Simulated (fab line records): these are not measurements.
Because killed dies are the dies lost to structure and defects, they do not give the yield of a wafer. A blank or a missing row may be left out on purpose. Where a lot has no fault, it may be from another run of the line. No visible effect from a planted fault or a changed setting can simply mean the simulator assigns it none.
Chamber matching | flow n5 finfet | N5_BEOL_M11_CMP_52 on cmp-01: 4 sister chambers
The step polishes, stops on SiCOH lowk, t overpolish 7 s, target thk 140 nm. 14 wafers are shown with their chamber, then 7 later ones without.

## WAFERS PAIRED WITH THEIR CHAMBERS
wafer  | chamber | motor current A (A) | time to endpoint s (s) | barrier field endpoint s (s)
L076.2 | 0       | 5.3                 | 64.4                   | 28.6
L076.5 | 2       | 5.6                 | 67.7                   | 30.1
L076.6 | 3       | 7.2                 | 67.0                   | 29.4
L074.2 | 2       | 5.5                 | 67.1                   | 29.3
L074.4 | 0       | 5.4                 | 62.3                   | 29.3
L074.5 | 2       | 6.1                 | 67.0                   | 30.1
L084.2 | 3       | 7.4                 | 65.4                   | 29.1
L084.4 | 0       | 5.4                 | 63.6                   | 28.2
L084.6 | 3       | 7.1                 | 67.1                   | 28.7
L085.1 | 1       | 6.8                 | 64.9                   | 28.8
L085.2 | 3       | 7.0                 | 65.6                   | 29.8
L085.6 | 2       | 5.5                 | 66.6                   | 29.5
L086.2 | 1       | 6.7                 | 66.5                   | 29.6
L086.3 | 0       | 5.5                 | 65.7                   | 28.7

SIGNATURES (means of the wafers above)
reading                  | chamber 0 | chamber 1 | chamber 2 | chamber 3 | scatter within a chamber
motor current A          | 5.400     | 6.750     | 5.675     | 7.175     | 0.19
time to endpoint s       | 64.000    | 65.700    | 67.100    | 66.275    | 1.02
barrier field endpoint s | 28.700    | 29.200    | 29.750    | 29.250    | 0.458
Rule: for each reading, subtract the chamber's mean from the wafer's reading, divide by that reading's scatter and square the result; add these up over the readings and take the root, which gives the wafer's distance from the chamber. The wafer belongs to the nearest chamber; if the next one is less than 2 further off, it can't be placed. How the scatter is found: for the shown wafers, subtract from each reading the mean of its chamber, square and add these, divide the total by (wafers less chambers), then take the root.

## WAFERS MISSING THEIR CHAMBER
wafer  | motor current A (A) | time to endpoint s (s) | barrier field endpoint s (s)
L086.6 | 6.4                 | 68.1                   | 29.7
L091.2 | 6.7                 | 67.6                   | 29.1
L091.3 | 6.7                 | 64.8                   | 29.0
L091.6 | 7.2                 | 61.9                   | 28.5
L093.1 | 7.0                 | 68.9                   | 30.1
L093.2 | 5.2                 | 67.6                   | 28.9
L093.5 | 5.2                 | 66.7                   | 30.2

## EACH ONE'S CHAMBER
wafer  | from the rows above          | in truth
L086.6 | can't be placed: 1 or 2 or 3 | 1
L091.2 | can't be placed: 1 or 3      | 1
L091.3 | can't be placed: 1 or 3      | 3
L091.6 | can't be placed: 3 or 1      | 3
L093.1 | can't be placed: 3 or 1      | 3
L093.2 | can't be placed: 2 or 0      | 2
L093.5 | can't be placed: 2 or 0      | 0
Correct placement for 0 of the 7. From these rows, 7 cannot be placed; in 7 the true chamber is one of the candidates. 0 placed wrongly.
